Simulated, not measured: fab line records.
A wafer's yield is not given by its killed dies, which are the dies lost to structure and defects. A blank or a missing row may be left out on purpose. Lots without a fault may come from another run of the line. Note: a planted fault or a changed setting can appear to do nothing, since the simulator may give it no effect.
Comparing a struck lot with a sound one + flow nand-harc + 28 steps out of a route of 1159
Sound: wafers L895.1, L895.2, L895.3. The struck wafers were L901.1, L901.5, L901.6. The cause is named last.
Order at every step that has rows: each side's tool, ch and its chambers, its first start. Under that, the readings that differ: sound wafers + struck wafers + difference of the means + sigmas: that difference in standard deviations of wafers without a fault.
alike: a reading whose means differ by less than 2 such deviations, as well as words and numbers matching on both sides. not compared: withheld readings; readings where some wafer has no value; bounds like >300 that might hide an equal value; numbers whose values overlap and for which the record gives no deviation.
The two part at a step that has a row with sigmas, a row that says differs or no value, or rows on one side only. Non-overlapping numbers with no deviation appear without sigmas and do not part them. A reading that every wafer of one side lacks parts them only if that side has two wafers or more.

first, 1 step without rows for these wafers: NHARC_A_CONTACT_ETCH_122 (etches the open film in C4F8/O2/Ar, time 95 s, target depth 930 nm).
NHARC_A_CONTACT_ETCH_123: etches the open film in C4F8/O2/Ar, time 253 s, target depth 1090 nm.
  sound on har-cap-etch-01 ch 0,1, day 17 21:05; struck on har-cap-etch-02 ch 0,1, day 19 09:52
  not compared: rf-hours-counter-h
NHARC_A_CONTACT_ETCH_90: etches the open film in CH3F/O2, target depth 40 nm, time 85.7 s.
  sound on rie-diel-11 ch 0,2,3, day 17 21:47; struck on rie-diel-01 ch 2,3, day 19 10:29
  alike: bias-w, drypump-motor-current-A, oes-product-au, rf-vpp-V, showerhead-plenum-p-Torr, throttle-valve-pct
  not compared: rf-hours-counter-h
then, 1 step without rows for these wafers: NHARC_A_CONTACT_ETCH_96 (etches the open film in C4F6/O2, target depth 20 nm, time 10 s).
NHARC_A_CONTACT_CD_MEAS_53:
  sound on cd-sem-01, day 17 22:00; struck on cd-sem-02, day 19 10:53
  alike: cd-nm
then, 4 steps without rows for these wafers: NHARC_A_CONTACT_STRIP_99 (strips in N2/H2); NHARC_A_CONTACT_STRIP_100 (strips in CF4/CHF3); NHARC_A_CONTACT_STRIP_101 (strips in O2/COS); NHARC_A_CONTACT_ETCH_102 (etches the open film in CF4/O2, target depth 70 nm, overetch 7 nm, time 38.5 s).
NHARC_A_CONTACT_STRIP_55: strips in O2.
  sound: rie-diel-11 ch 0,2,3; struck: rie-diel-01 ch 0,3
  alike: drypump-motor-current-A, oes-product-au, rf-vpp-V, showerhead-plenum-p-Torr, throttle-valve-pct
  not compared: rf-hours-counter-h
then, 1 step without rows for these wafers: NHARC_A_CONTACT_STRIP_56 (strips in post etch residue remover, time 600 s).
NHARC_A_CONTACT_DEP_57: deposits aC, target thk 2800 nm.
  sound on acl-dep-01 ch 0, day 18 01:01; struck on acl-dep-01 ch 0, day 19 11:57
  alike: throttle-valve-pct
NHARC_A_CONTACT_DEP_58: deposits SiON, target thk 60 nm.
  sound on pecvd-02 ch 0,1,2, day 18 02:46; struck on pecvd-02 ch 0,1, day 19 13:46
  alike: heater-power-w
then, 10 steps without rows for these wafers: NHARC_A_CONTACT_DEHYDRATE_59 (time 120 s); NHARC_A_CONTACT_HMDS_60 (time 30 s); NHARC_A_CONTACT_COAT_61 (time 75 s); NHARC_A_CONTACT_COAT_62 (time 65 s); NHARC_A_CONTACT_COAT_63 (resist thk 90 nm); NHARC_A_CONTACT_SOFTBAKE_64 (time 55 s); NHARC_A_CONTACT_EBR_65; NHARC_A_CONTACT_EXPOSE_66 (exposes mask A CC 2); NHARC_A_CONTACT_PEB_67 (peb time 65 s); NHARC_A_CONTACT_DEVELOP_68 (develop time 35 s).
NHARC_A_CONTACT_CD_MEAS_69 targets a cd of 200 nm.
  sound on cd-sem-03 ch 0, day 18 03:29; struck on cd-sem-02 ch 0, day 19 14:25
  alike: cd-nm
NHARC_A_CONTACT_OVL_MEAS_70:
  sound on overlay-01, day 18 03:34; struck on overlay-02, day 19 14:31
  alike: overlay-x-nm, overlay-y-nm
NHARC_A_CONTACT_INSPECT_71:
  sound on defect-inspect-01, day 18 03:37; struck on defect-inspect-01, day 19 14:32
| reading          | sound    | struck      | difference | sigmas |
|------------------|----------|-------------|------------|--------|
| raw-defect-count | 34 50 35 | 423 392 423 | +373       | +23    |
NHARC_A_CONTACT_DESCUM_74: chemistry O2, time 3 s.
  sound on rie-diel-01 ch 0,1,3, day 18 03:40; struck on rie-diel-11 ch 1,2, day 19 14:36
  alike: drypump-motor-current-A, oes-product-au, rf-vpp-V, showerhead-plenum-p-Torr, throttle-valve-pct
  not compared: rf-hours-counter-h
-- break in the record here, with 2 days between the starts of the struck wafers on either side (left off in module A_CONTACT, picked up again in module END, where the first step shown is number 1159 on the route) --
NHARC_END_SORT_01:
  at this point the record logs the struck wafers (prober-01 ch 0, day 22 01:40) and has no rows for the sound ones

== WHERE THEY PART ==
At NHARC_A_CONTACT_INSPECT_71 first; at NHARC_END_SORT_01 last (within this record only).

WHY: what the simulator had put in
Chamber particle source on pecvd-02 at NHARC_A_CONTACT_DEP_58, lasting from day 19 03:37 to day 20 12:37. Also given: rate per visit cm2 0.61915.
